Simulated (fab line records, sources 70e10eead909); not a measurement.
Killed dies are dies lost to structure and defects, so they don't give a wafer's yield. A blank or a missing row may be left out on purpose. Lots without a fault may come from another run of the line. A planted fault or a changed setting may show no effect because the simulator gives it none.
Which tool did it? | flow nand_harc | 12 lots, 36 wafers sampled, at 5 steps of a route of 1302

WHAT THE GAUGES READ, wafer by wafer
NHARC_A_BONDPAD_THK_MEAS_20: measures by xrf. Usual: thk_nm 170.1 nm, standard deviation 1.4.
lot  | measured     | on            | thk_nm (nm)       | flag
L522 | day 23 17:22 | film_metro-01 | 169.8 167.9 169.1 |
L523 | day 24 21:43 | film_metro-01 | 169.2 168.5 169.8 |
L525 | day 24 23:56 | film_metro-02 | 170.3 168.6 168.4 |
L526 | day 25 17:20 | film_metro-01 | 169.6 172.7 168.9 |
L528 | day 26 16:06 | film_metro-02 | 169.8 173.1 172.7 |
L529 | day 26 22:00 | film_metro-02 | 171.2 172.2 169.7 |
L530 | day 26 21:01 | film_metro-01 | 170.8 170.3 170.1 |
L532 | day 28 02:00 | film_metro-01 | 169.4 169.8 171.4 |
L533 | day 28 19:57 | film_metro-01 | 169.9 169.2 171.5 |
L537 | day 30 00:56 | film_metro-02 | 170.4 168.9 170.9 |
L543 | day 32 03:03 | film_metro-01 | 170.6 172.2 168.7 |
L542 | day 32 13:43 | film_metro-02 | 173.0 169.7 171.0 |

NHARC_END_SORT_01. Usual: killed_at_array 53, standard deviation 20; killed_at_other 1, standard deviation 1.2; killed_at_periphery 3.7, standard deviation 2.6; killed_dies 58, standard deviation 20; killed_open 3.5, standard deviation 1.8; killed_short 2.4, standard deviation 1.7.
lot  | measured     | on        | killed_at_array | killed_at_other | killed_at_periphery | killed_dies | killed_open | killed_short | flag
L537 | day 31 05:44 | prober-01 | 61 125 72       | 0 0 1           | 0 1 3               | 61 126 76   | 1 0 7       | 3 1 2        |

WHICH TOOL RAN EACH LOT (tool, then ch and the chambers of the sampled wafers, then the start)
lot  | NHARC_A_CONTACT_ETCH_78            | NHARC_THIN_TSV_ETCH_59            | NHARC_THIN_TSV_STRIP_56
L522 | rie_diel-10 ch 0,2,3, day 22 10:14 | rie_metal-01 ch 0,1, day 24 12:25 | plasma_asher-01 ch 0,1, day 24 12:46
L523 | rie_diel-13 ch 0,1,2, day 23 14:28 | rie_metal-02 ch 0,1, day 25 17:40 | plasma_asher-02 ch 0, day 25 18:04
L525 | rie_diel-10 ch 2,3, day 23 16:26   | rie_metal-01 ch 0,1, day 25 16:38 | plasma_asher-02 ch 0,1, day 25 17:14
L526 | rie_diel-13 ch 0,1,2, day 24 11:49 | rie_metal-03 ch 0,1, day 26 12:22 | plasma_asher-02 ch 0,1, day 26 12:45
L528 | rie_diel-11 ch 0,3, day 25 09:06   | rie_metal-03 ch 0,1, day 27 13:55 | plasma_asher-01 ch 0,1, day 27 14:14
L529 | rie_diel-13 ch 0,2,3, day 25 14:16 | rie_metal-02 ch 0,1, day 27 17:08 | plasma_asher-01 ch 0,1, day 27 17:39
L530 | rie_diel-10 ch 1,2,3, day 25 14:58 | rie_metal-01 ch 0,1, day 27 15:14 | plasma_asher-01 ch 0,1, day 27 15:37
L532 | rie_diel-10 ch 2,3, day 26 20:04   | rie_metal-02 ch 0,1, day 28 19:25 | plasma_asher-01 ch 0,1, day 28 19:50
L533 | rie_diel-10 ch 0,1,2, day 27 12:53 | rie_metal-02 ch 0,1, day 29 17:01 | plasma_asher-02 ch 0,1, day 29 17:23
L537 | rie_diel-10 ch 1,2,3, day 28 15:34 | rie_metal-01 ch 0,1, day 30 19:48 | plasma_asher-02 ch 0,1, day 30 20:11
L543 | rie_diel-11 ch 2,3, day 30 19:23   | rie_metal-01 ch 0,1, day 32 22:27 | plasma_asher-01 ch 0,1, day 32 22:54
L542 | rie_diel-13 ch 1,2,3, day 30 21:41 | rie_metal-02 ch 0,1, day 33 11:35 | plasma_asher-02 ch 0,1, day 33 11:57
- NHARC_A_CONTACT_ETCH_78: etches the open film in O2/COS, target depth 5300 nm, time 1378 s.
- NHARC_THIN_TSV_ETCH_59: etches the open film in Cl2/BCl3, target depth 880 nm, time 138.1 s.
- NHARC_THIN_TSV_STRIP_56: strips in O2.

WHAT THE TOOLS THEMSELVES READ (means of the sampled wafers that have a number; where no wafer has one, the mark that the record gives instead)
NHARC_A_CONTACT_ETCH_78. Usual: drypump_motor_current_A 5.8 A, standard deviation 0.5; oes_product_au 1.003 a.u., standard deviation 0.011; rf_vpp_V 313.5 V, standard deviation 2.4; showerhead_plenum_p_Torr 3.09 Torr, standard deviation 0.15; throttle_valve_pct 28.331 %, standard deviation 0.0095.
lot  | tool        | drypump_motor_current_A (A) | oes_product_au (a.u.) | rf_vpp_V (V) | showerhead_plenum_p_Torr (Torr) | throttle_valve_pct (%) | flag
L522 | rie_diel-10 | 6.0                         | 1.014                 | 314.6        | 3.19                            | 28.332                 |
L523 | rie_diel-13 | 5.9                         | 0.997                 | 314.1        | 3.06                            | 28.327                 |
L525 | rie_diel-10 | 6.0                         | 1.012                 | 315.4        | 3.21                            | 28.328                 |
L526 | rie_diel-13 | 5.9                         | 0.994                 | 313.3        | 3.06                            | 28.335                 |
L528 | rie_diel-11 | 5.6                         | 1.004                 | 315.5        | 3.25                            | 28.331                 |
L529 | rie_diel-13 | 5.9                         | 1.002                 | 312.9        | 3.07                            | 28.332                 |
L530 | rie_diel-10 | 5.9                         | 1.012                 | 315.0        | 3.16                            | 28.326                 |
L532 | rie_diel-10 | 5.7                         | 1.015                 | 315.5        | 3.27                            | 28.335                 |
L533 | rie_diel-10 | 6.0                         | 1.005                 | 313.9        | 3.13                            | 28.329                 |
L537 | rie_diel-10 | 5.9                         | 1.006                 | 314.4        | 3.15                            | 28.342                 |
L543 | rie_diel-11 | 5.8                         | 1.006                 | 312.9        | 3.02                            | 28.338                 |
L542 | rie_diel-13 | 5.4                         | 0.994                 | 311.1        | 2.94                            | 28.332                 |

NHARC_THIN_TSV_ETCH_59. Usual: drypump_motor_current_A 5.5 A, standard deviation 0.35; oes_product_au 0.996 a.u., standard deviation 0.011; throttle_valve_pct 22.264 %, standard deviation 0.0085.
lot  | tool         | drypump_motor_current_A (A) | oes_product_au (a.u.) | throttle_valve_pct (%) | flag
L522 | rie_metal-01 | 5.8                         | 0.983                 | 22.262                 |
L523 | rie_metal-02 | 5.6                         | 0.995                 | 22.262                 |
L525 | rie_metal-01 | 5.5                         | 0.994                 | 22.267                 |
L526 | rie_metal-03 | 5.2                         | 1.003                 | 22.261                 |
L528 | rie_metal-03 | 5.1                         | 1.002                 | 22.267                 |
L529 | rie_metal-02 | 5.7                         | 0.980                 | 22.257                 |
L530 | rie_metal-01 | 5.5                         | 0.988                 | 22.269                 |
L532 | rie_metal-02 | 5.6                         | 0.990                 | 22.265                 |
L533 | rie_metal-02 | 5.7                         | 0.987                 | 22.263                 |
L537 | rie_metal-01 | 5.8                         | 1.005                 | 22.265                 |
L543 | rie_metal-01 | 5.8                         | 1.012                 | 22.263                 |
L542 | rie_metal-02 | 5.7                         | 0.985                 | 22.267                 |

NHARC_THIN_TSV_STRIP_56. Usual: drypump_motor_current_A 5.8 A, standard deviation 0.42; heater_power_w 317 W, standard deviation 20.
lot  | tool            | drypump_motor_current_A (A) | heater_power_w (W) | flag
L522 | plasma_asher-01 | 5.9                         | 302                |
L523 | plasma_asher-02 | 5.8                         | 342                |
L525 | plasma_asher-02 | 6.0                         | 347                |
L526 | plasma_asher-02 | 5.9                         | 329                |
L528 | plasma_asher-01 | 5.9                         | 302                |
L529 | plasma_asher-01 | 5.9                         | 300                |
L530 | plasma_asher-01 | 5.5                         | 313                |
L532 | plasma_asher-01 | 5.5                         | 309                |
L533 | plasma_asher-02 | 6.0                         | 318                |
L537 | plasma_asher-02 | 5.9                         | 330                |
L543 | plasma_asher-01 | 5.5                         | 317                |
L542 | plasma_asher-02 | 6.0                         | 314                |

THE ANSWER, worked out from the rows above alone
Rule: a lot is off if the mean of its wafers that have a number lies more than 3 standard deviations from the usual mean. A lot without any number at a reading at which 4 lots or more have one is off too. The other lots that the step has rows for count as sound. The gauges are gone through in route order, then the tools' own readings, and for those a lot's mean is taken as printed above. The first step at which some lot is off is used, and at that step the reading that is off furthest; a lot without a number counts as furthest.
No lot is off at any reading shown: from this, nothing can be told.

WHAT THE SIMULATOR HAD PUT IN
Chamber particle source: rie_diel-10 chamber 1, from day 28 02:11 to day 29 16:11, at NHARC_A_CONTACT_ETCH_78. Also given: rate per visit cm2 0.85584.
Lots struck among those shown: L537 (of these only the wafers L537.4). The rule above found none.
